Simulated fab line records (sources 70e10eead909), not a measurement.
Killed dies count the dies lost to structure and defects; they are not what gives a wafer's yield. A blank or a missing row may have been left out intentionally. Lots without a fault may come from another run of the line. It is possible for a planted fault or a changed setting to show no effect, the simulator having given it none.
Chamber matching || flow nandHarc || NHARC_A_WL_FILL_ALD_10 on aldHk-01 has 4 sister chambers
The step deposits SiO2, target thk 50 nm, pulse time 10 s, ald cycles 500. 7 wafers are shown with their chamber, then 7 later ones without.

== EACH WAFER AND ITS CHAMBER ==
{"wafer": "L079.1", "chamber": 3, "heaterPowerW (W)": 467, "precursorPulseHeightRel": 0.984}
{"wafer": "L081.4", "chamber": 2, "heaterPowerW (W)": 474, "precursorPulseHeightRel": 1.013}
{"wafer": "L081.5", "chamber": 3, "heaterPowerW (W)": 466, "precursorPulseHeightRel": 0.992}
{"wafer": "L082.5", "chamber": 1, "heaterPowerW (W)": 418, "precursorPulseHeightRel": 0.975}
{"wafer": "L082.6", "chamber": 0, "heaterPowerW (W)": 461, "precursorPulseHeightRel": 1.007}
{"wafer": "L085.2", "chamber": 0, "heaterPowerW (W)": 450, "precursorPulseHeightRel": 1.003}
{"wafer": "L085.3", "chamber": 1, "heaterPowerW (W)": 424, "precursorPulseHeightRel": 0.992}

== WAFERS MISSING THEIR CHAMBER ==
{"wafer": "L085.4", "heaterPowerW (W)": 467, "precursorPulseHeightRel": 0.969}
{"wafer": "L087.4", "heaterPowerW (W)": 451, "precursorPulseHeightRel": 1.014}
{"wafer": "L087.1", "heaterPowerW (W)": 408, "precursorPulseHeightRel": 0.976}
{"wafer": "L087.5", "heaterPowerW (W)": 461, "precursorPulseHeightRel": 0.980}
{"wafer": "L091.1", "heaterPowerW (W)": 454, "precursorPulseHeightRel": 0.957}
{"wafer": "L091.3", "heaterPowerW (W)": 459, "precursorPulseHeightRel": 0.951}
{"wafer": "L091.4", "heaterPowerW (W)": 479, "precursorPulseHeightRel": 0.992}

== THE CHAMBER EACH PASSED THROUGH ==
{"wafer": "L085.4", "from the rows above": 3, "in truth": 3}
{"wafer": "L087.4", "from the rows above": 0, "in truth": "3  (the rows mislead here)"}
{"wafer": "L087.1", "from the rows above": 1, "in truth": 1}
{"wafer": "L087.5", "from the rows above": "can't be placed: 3 or 0", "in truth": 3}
{"wafer": "L091.1", "from the rows above": "can't be placed: 3 or 0", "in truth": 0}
{"wafer": "L091.3", "from the rows above": "can't be placed: 3 or 0", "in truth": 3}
{"wafer": "L091.4", "from the rows above": "can't be placed: 3 or 2", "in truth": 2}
Correctly placed: 2 of 7. Unplaceable from these rows: 4, with the true chamber sitting among the candidates in 4. 1 placed wrongly.
How it was worked out, from the rows above alone: a wafer's distance from a chamber is the root of the sum, over the readings, of the square of ((its reading less the chamber's mean) divided by the reading's scatter). If the next closest chamber is less than 2 further off than the closest, the wafer can't be placed; otherwise it belongs to the closest. For every chamber, the mean is computed from those of its wafers that are shown. The scatter: take each reading less its chamber's mean, square it, sum over the shown wafers, divide by the number of wafers less the number of chambers, and take the root.
